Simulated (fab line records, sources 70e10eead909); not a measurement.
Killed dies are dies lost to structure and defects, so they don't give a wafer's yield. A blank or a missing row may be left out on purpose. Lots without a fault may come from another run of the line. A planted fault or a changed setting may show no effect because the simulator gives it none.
fab line records | flow nand_harc
record lots=15 wafers=45 last_day=33
route steps=1302 shown P_M1@317 P_M2@340
lots that met no fault: from a run of the same line without faults
start_h: hours from the record's first day to the start of the lot's first wafer shown | wait_h: hours since the lot's step before | " the same as in the row above | L1.1+2: a row that stands for several wafers | - no value, or no start given | * or withheld: withheld | < > ~ a bound
route shown NAME@n: a module of which the file shows steps, and the number in the route of the first | usual: mean/standard deviation of fault-free wafers | same: alike in all rows | chamber/n: place in a boat | sites: the reading at each site | _std_site: their standard deviation | _edge_site: outer sites' mean less inner sites' | radius_mm: how far each site lies from the wafer's centre | mask NAME#n: copy n | behind: the tool/chamber that last shaped the wafer | hold: why the lot was held/for how many hours/how that ended | device: the transistor (n, p or np) that didn't switch | end of line: the same wafers' tests at the end of the route | a step without rows: its recipe alone | killed: dies lost to structure and defects at the first sort, not the wafer's yield | map: a wafer's dies, x killed, . not, _ none there
set.NAME: the setting as run; set.NAME@STEP: as run at that earlier step | model.NAME: the simulator's own value behind a step, which no gauge read
steps of the route over a sample of lots; a table a step, a row a wafer
services: from which hour (start_h, from the record's first day; less than 0 if before it) a tool's chamber was out of use, for how many hours, and why
## steps
# step NHARC_P_M1_DEP_33
# recipe target_thk_a=300 temp_c=370 target_thk_nm=30 pressure_torr=3 flow_sccm=200 rf_w=450 material=SiCN
# usual heater_power_w=535/95 rf_fwd_power_W=449.1/1.4
# columns lot.wafer tool chamber start_h wait_h heater_power_w rf_fwd_power_W since_wet_clean_h
L833.2 pecvd-04 2 142.60 0.1 544 448.1 41
L833.3 " 0 " " 593 449.4 41
L833.4 " 1 " " 473 448.4 -
L834.1 pecvd-02 2 143.87 0.1 380 448.0 84
L834.3 " 0 " " 549 450.3 84
L834.4 " 1 " " 506 449.9 -
L835.3 pecvd-04 0 147.09 0.1 572 450.5 46
L835.2 " 2 " " 523 447.1 46
L835.6 " 1 " " 432 448.9 -
L837.1 pecvd-03 2 167.67 0.1 593 450.8 151
L837.5 " 2 " " 569 451.0 -
L837.4 " 0 " " 532 449.5 -
L838.1 pecvd-04 1 186.19 0.1 497 449.0 85
L838.4 " 2 " " 480 449.4 -
L838.6 " 1 " " 510 451.6 -
L839.3 pecvd-02 2 187.02 0.1 316 450.1 127
L839.5 " 2 " " 318 448.7 -
L839.4 " 1 " " 421 449.6 -
L840.3 pecvd-02 0 204.65 0.1 531 447.6 145
L840.2 " 2 " " 343 449.1 145
L840.6 " 1 " " 533 448.2 -
L848.2 pecvd-02 2 271.49 0.1 424 447.1 31
L848.3 " 1 " " 460 451.2 31
L848.4 " 1 " " 468 448.3 -
L846.2 pecvd-03 2 271.84 0.1 550 446.6 74
L846.5 " 1 " " 750 448.8 -
L846.6 " 0 " " 571 451.7 -
L847.3 pecvd-03 0 272.74 0.1 578 448.6 75
L847.2 " 2 " " 577 449.6 75
L847.5 " 1 " " 742 448.0 -
L849.1 pecvd-02 0 292.14 0.1 475 450.2 51
L849.2 " 1 " " 495 449.8 52
L849.3 " 2 " " 413 449.5 52
L852.1 pecvd-03 0 317.99 0.1 505 447.3 120
L852.2 " 2 " " 592 450.2 120
L852.4 " 2 " " 578 449.4 -
L854.2 pecvd-02 1 329.01 0.1 406 447.6 88
L854.4 " 2 " " 377 450.4 -
L854.5 " 0 " " 550 451.7 -
L853.1 pecvd-03 0 329.66 0.1 549 448.2 131
L853.2 " 2 " " 548 453.7 132
L853.4 " 0 " " 545 448.2 -
L855.2 pecvd-04 0 341.53 0.1 528 449.3 59
L855.4 " 1 " " 488 449.1 -
L855.6 " 2 " " 478 449.2 -
# step NHARC_P_M2_PVD_20
# recipe target_thk_a=50 bias_v=168.6 power_w=15000 chamber_pressure_pa=0.12 time_s=8.06 substrate_temp_c=50 material=TaN
# usual bias_v=168.7/1.7 cathode_dc_power_W=15000/2.6 throttle_valve_pct=30.2/1
# columns lot.wafer tool chamber start_h wait_h bias_v cathode_dc_power_W throttle_valve_pct
L833.4 pvd_sputter-03 - 145.16 - 170.3 15004 30.5
L833.3 " - " " 167.5 15000 29.2
L833.2 " - " " 173.5 14998 30.5
L834.4 pvd_sputter-03 - 146.35 - 170.1 15000 30.9
L834.1 " - " " 168.0 15003 29.4
L834.3 " - " " 168.6 15004 29.5
L835.2 pvd_sputter-02 - 149.80 - 167.7 15003 30.8
L835.3 " - " " 170.6 14999 29.9
L835.6 " - " " 168.1 14997 28.4
L837.1 pvd_sputter-02 - 170.12 - 169.9 15000 29.8
L837.4 " - " " 168.3 14999 28.6
L837.5 " - " " 167.8 15000 29.5
L838.1 pvd_sputter-03 - 188.68 - 166.5 14998 30.8
L838.4 " - " " 168.5 15001 30.0
L838.6 " - " " 167.1 15005 30.9
L839.3 pvd_sputter-01 - 189.49 - 169.8 15001 30.9
L839.4 " - " " 167.6 15001 32.6
L839.5 " - " " 169.2 15001 30.7
L840.3 pvd_sputter-03 - 207.25 - 169.2 14996 30.8
L840.2 " - " " 165.6 15001 30.3
L840.6 " - " " 166.9 14998 29.4
L848.4 pvd_sputter-03 - 274.13 - 167.4 14998 30.0
L848.2 " - " " 172.2 15003 30.8
L848.3 " - " " 169.3 15000 31.0
L846.2 pvd_sputter-02 - 274.39 - - - -
L846.6 " - " " - - -
L846.5 " - " " - - -
L847.3 pvd_sputter-03 - 275.37 - - - -
L847.2 " - " " - - -
L847.5 " - " " - - -
L849.3 pvd_sputter-02 - 294.75 - - - -
L849.1 " - " " - - -
L849.2 " - " " - - -
L852.1 pvd_sputter-03 - 320.49 - 167.6 14996 30.7
L852.2 " - " " 170.3 15002 30.3
L852.4 " - " " 168.8 15001 30.7
L854.4 pvd_sputter-02 - 331.66 - 173.6 15001 29.7
L854.2 " - " " 169.8 15000 28.6
L854.5 " - " " 169.3 15002 30.7
L853.1 pvd_sputter-03 - 332.22 - 170.8 15000 30.9
L853.4 " - " " 168.5 14997 30.4
L853.2 " - " " 167.2 15000 31.1
L855.4 pvd_sputter-01 - 344.00 - 173.1 15002 29.8
L855.2 " - " " 170.2 15003 33.5
L855.6 " - " " 165.9 15000 30.9
# step NHARC_P_M2_ANNEAL_31
# recipe temp_c=225 time_s=90
# usual wafer_temp_C_max=226.2/0.41
# columns lot.wafer tool chamber start_h wait_h wafer_temp_C_max
L833.2 rtp_anneal-02 0 145.85 - 226.4
L833.3 " 0 " " 226.1
L833.4 " 0 " " 226.2
L834.1 rtp_anneal-01 0 147.00 0.3 225.8
L834.3 " 0 " " 226.2
L834.4 " 0 " " 226.0
L835.2 rtp_anneal-01 0 150.48 - 226.2
L835.3 " 0 " " 226.1
L835.6 " 0 " " 225.9
L837.1 rtp_anneal-01 0 170.77 0.4 225.9
L837.4 " 0 " " 225.9
L837.5 " 0 " " 226.1
L838.1 rtp_anneal-01 0 189.32 0.3 226.1
L838.4 " 0 " " 226.1
L838.6 " 0 " " 226.3
L839.3 rtp_anneal-02 0 190.20 - 226.6
L839.4 " 0 " " 226.6
L839.5 " 0 " " 226.6
L840.2 rtp_anneal-01 0 207.91 - 225.8
L840.3 " 0 " " 226.1
L840.6 " 0 " " 225.9
L848.2 rtp_anneal-02 0 274.81 0.4 227.1
L848.3 " 0 " " 226.6
L848.4 " 0 " " 226.5
L846.2 rtp_anneal-01 0 275.03 0.4 225.8
L846.5 " 0 " " 226.1
L846.6 " 0 " " 226.0
L847.2 rtp_anneal-01 0 276.05 0.4 226.1
L847.3 " 0 " " 226.2
L847.5 " 0 " " 225.8
L849.1 rtp_anneal-02 0 295.37 0.3 226.4
L849.2 " 0 " " 226.5
L849.3 " 0 " " 226.3
L852.1 rtp_anneal-02 0 321.12 0.3 227.2
L852.2 " 0 " " 226.5
L852.4 " 0 " " 226.8
L854.2 rtp_anneal-01 0 332.31 - 225.7
L854.4 " 0 " " 226.0
L854.5 " 0 " " 225.8
L853.1 rtp_anneal-02 0 332.85 0.3 226.6
L853.2 " 0 " " 226.2
L853.4 " 0 " " 227.0
L855.2 rtp_anneal-01 0 344.70 0.4 225.6
L855.4 " 0 " " 226.2
L855.6 " 0 " " 225.8
# step NHARC_P_M2_INSPECT_27
# usual raw_defect_count=338/120
# columns lot.wafer tool chamber start_h wait_h raw_defect_count
L833.2 defect_inspect-02 - 146.62 0.0 222
L833.3 " - " " 214
L833.4 " - " " 141
L834.1 defect_inspect-02 - 147.81 0.0 335
L834.3 " - " " 703
L834.4 " - " " 242
L835.2 defect_inspect-01 - 151.24 0.0 604
L835.3 " - " " 340
L835.6 " - " " 392
L837.1 defect_inspect-01 - 171.59 0.0 383
L837.4 " - " " 458
L837.5 " - " " 577
L838.1 defect_inspect-01 - 190.14 0.0 233
L838.4 " - " " 365
L838.6 " - " " 265
L839.3 defect_inspect-02 - 190.91 0.0 323
L839.4 " - " " 346
L839.5 " - " " 306
L840.2 defect_inspect-02 - 208.70 0.0 252
L840.3 " - " " 338
L840.6 " - " " 262
L848.2 defect_inspect-01 - 275.58 0.0 433
L848.3 " - " " 139
L848.4 " - " " 296
L846.2 defect_inspect-01 - 275.82 0.0 486
L846.5 " - " " 494
L846.6 " - " " 306
L847.2 defect_inspect-01 - 276.84 0.0 301
L847.3 " - " " 457
L847.5 " - " " 349
L849.1 defect_inspect-02 - 296.20 0.0 207
L849.2 " - " " 225
L849.3 " - " " 297
L852.1 defect_inspect-01 - 321.96 0.0 139
L852.2 " - " " 224
L852.4 " - " " 396
L854.2 defect_inspect-01 - 333.08 0.0 545
L854.4 " - " " 349
L854.5 " - " " 405
L853.1 defect_inspect-02 - 333.68 0.0 560
L853.2 " - " " 379
L853.4 " - " " 259
L855.2 defect_inspect-01 - 345.49 0.0 255
L855.4 " - " " 178
L855.6 " - " " 434
## services
# columns tool chamber start_h hours kind
pvd_sputter-03 - 119.39 3.3 repair
pvd_sputter-02 - 145.49 0.6 repair
pvd_sputter-03 - 170.04 10.0 pm
pecvd-03 - 185.23 13.0 pm
pecvd-03 0 185.23 13.0 vent_cycle
pecvd-03 1 185.23 13.0 vent_cycle
pecvd-03 2 185.23 13.0 vent_cycle
pecvd-03 0 198.23 - clean
pvd_sputter-01 - 226.00 10.0 pm
pecvd-02 - 227.71 13.0 pm
pecvd-02 0 227.71 13.0 vent_cycle
pecvd-02 1 227.71 13.0 vent_cycle
pecvd-02 2 227.71 13.0 vent_cycle
pvd_sputter-02 - 236.49 4.4 repair
pecvd-02 0 240.71 - clean
pecvd-02 1 240.71 - clean
pecvd-02 2 240.71 - clean
pecvd-04 - 269.21 13.0 pm
pvd_sputter-02 - 282.00 10.0 pm
pvd_sputter-02 - 296.03 3.5 repair
pvd_sputter-03 - 297.02 1.9 repair
pecvd-02 2 331.50 2.7 repair
pvd_sputter-02 - 341.99 8.0 repair
pecvd-04 - 344.28 4.8 repair
## key
first_sign step=NHARC_P_M2_PVD_20 reading=tool_record direction=missing
effect none on later readings
met_at NHARC_P_M2_PVD_20
struck_lots L846,L847,L849
later_rows_left_out L846.2,L846.5,L846.6,L847.2,L847.3,L847.5,L849.1,L849.2,L849.3
sort_left_out L846.2,L846.5,L846.6,L847.2,L847.3,L847.5,L849.1,L849.2,L849.3
not_acting_at NHARC_P_M1_DEP_33,NHARC_P_M2_ANNEAL_31,NHARC_P_M2_INSPECT_27
onset_between 274.13 274.39
fault kind=skipped_step_whole tool=pvd_sputter-02,pvd_sputter-03 chamber=- onset_h=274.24 steps=NHARC_P_M2_PVD_20 scope=struck_lots_only
# sort_left_out: the simulated sort isn't trusted on such a fault, so these wafers' sort isn't shown, and their yield isn't known
# later_rows_left_out: the simulator's readings of these wafers behind a module that went badly wrong aren't trusted and aren't shown, but for the sort
